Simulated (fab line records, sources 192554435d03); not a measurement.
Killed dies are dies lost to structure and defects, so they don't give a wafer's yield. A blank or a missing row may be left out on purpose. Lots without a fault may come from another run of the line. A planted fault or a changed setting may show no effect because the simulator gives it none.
Split-lot experiment | flow n5_finfet | 7 lots, 21 wafers read, on a route of 1938 steps

THE SPLIT
At N5_BEOL_M9_COAT_05 (resist thk 90 nm), the setting spin_rpm was moved away from the recipe's 1500 rpm on 9 of the 21 wafers read, by -9.9% to +7.2%. The other wafers ran this setting at the recipe's value.

FROM THE SPLIT TO THE READING: what the file shows between them, 4 steps
- N5_BEOL_M9_EBR_07
- N5_BEOL_M9_SOFTBAKE_06: time 60 s
- N5_BEOL_M9_EXPOSE_08: exposes mask M9
- N5_BEOL_M9_PEB_09: peb time 60 s

THE READING
CAR-ArF_of_BEOL_M9_COAT_05.thk_nm (the simulator's own value, which no gauge read), in nm, at N5_BEOL_M9_DEVELOP_10 (develop time 30 s). The file gives no usual value for it. The 12 wafers here that ran the recipe average 88.3 nm, standard deviation 0.29 nm.

wafer  | tool, chamber at the split | spin_rpm as run, rpm | against the recipe | CAR-ArF_of_BEOL_M9_COAT_05.thk_nm, nm | against lot-mates on the recipe
L074.2 | litho_track-04, 0          | 1598                 | +6.5%              | 85.6                                  | -2.9
L074.4 | litho_track-04, 0          | 1500                 | recipe             | 88.6                                  | -
L074.6 | litho_track-04, 0          | 1500                 | recipe             | 88.4                                  | -
L075.2 | litho_track-04, 0          | 1500                 | recipe             | 88.6                                  | -
L075.4 | litho_track-04, 0          | 1608                 | +7.2%              | 85.4                                  | -3.2
L075.6 | litho_track-04, 0          | 1608                 | +7.2%              | 85.6                                  | -3.0
L082.3 | litho_track-01, 0          | 1500                 | recipe             | 88.4                                  | -
L082.4 | litho_track-01, 0          | 1369                 | -8.7%              | 93                                    | +4.5
L082.6 | litho_track-01, 0          | 1500                 | recipe             | 88.6                                  | -
L084.3 | litho_track-01, 0          | 1500                 | recipe             | 88.6                                  | -
L084.4 | litho_track-01, 0          | 1450                 | -3.3%              | 90.2                                  | +1.7
L084.6 | litho_track-01, 0          | 1500                 | recipe             | 88.4                                  | -
L086.1 | litho_track-03, 0          | 1500                 | recipe             | 87.8                                  | -
L086.2 | litho_track-03, 0          | 1500                 | recipe             | 87.8                                  | -
L086.6 | litho_track-03, 0          | 1500                 | recipe             | 88                                    | -
L095.1 | litho_track-04, 0          | 1351                 | -9.9%              | 93.2                                  | +4.8
L095.6 | litho_track-04, 0          | 1351                 | -9.9%              | 93.2                                  | +4.8
L095.4 | litho_track-04, 0          | 1500                 | recipe             | 88.4                                  | -
L093.1 | litho_track-03, 0          | 1404                 | -6.4%              | 91.6                                  | +3.2
L093.2 | litho_track-03, 0          | 1500                 | recipe             | 88.4                                  | -
L093.4 | litho_track-03, 0          | 1404                 | -6.4%              | 91.2                                  | +2.8

THE FIT
A straight line over all 21 wafers: CAR-ArF_of_BEOL_M9_COAT_05.thk_nm changes by -0.464 nm for each +1% of spin_rpm; r = -0.99; the points scatter about the line by 0.32 nm.
The same after taking each lot's own level away (the mean of its wafers on the recipe; 21 wafers): -0.469 nm for each +1%; r = -1.00; scatter 0.16 nm.
On that fit, the largest move of spin_rpm shifts the reading by 4.7 nm.
The lots' own levels span 87.87 to 88.60 nm, that is 2.6 times the standard deviation above.
So the lot-to-lot level changes the slope little: the two slopes agree.
Check: with one of the wafers moved furthest among these (-9.9%) left out of the fit, the line predicts +4.71 nm for it against its lot-mates. It came out at +4.8 nm against them.

THE WHOLE CHAIN: every reading that the file lists as answering this split, in the file's order
step                  | what it does      | reading                                                                            | change (the file's fit)               | r (the file's)
N5_BEOL_M9_COAT_05    | resist thk 90 nm  | CAR-ArF_of_BEOL_M9_COAT_05.thk_nm (the simulator's own value, which no gauge read) | -0.469 nm for each +1% of the setting | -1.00
N5_BEOL_M9_DEVELOP_10 | develop time 30 s | CAR-ArF_of_BEOL_M9_COAT_05.thk_nm (the simulator's own value, which no gauge read) | -0.476 nm for each +1% of the setting | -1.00

THE FILE'S OWN FIT
CAR-ArF_of_BEOL_M9_COAT_05.thk_nm changes by -0.476 nm for each +1% of spin_rpm, r = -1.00.
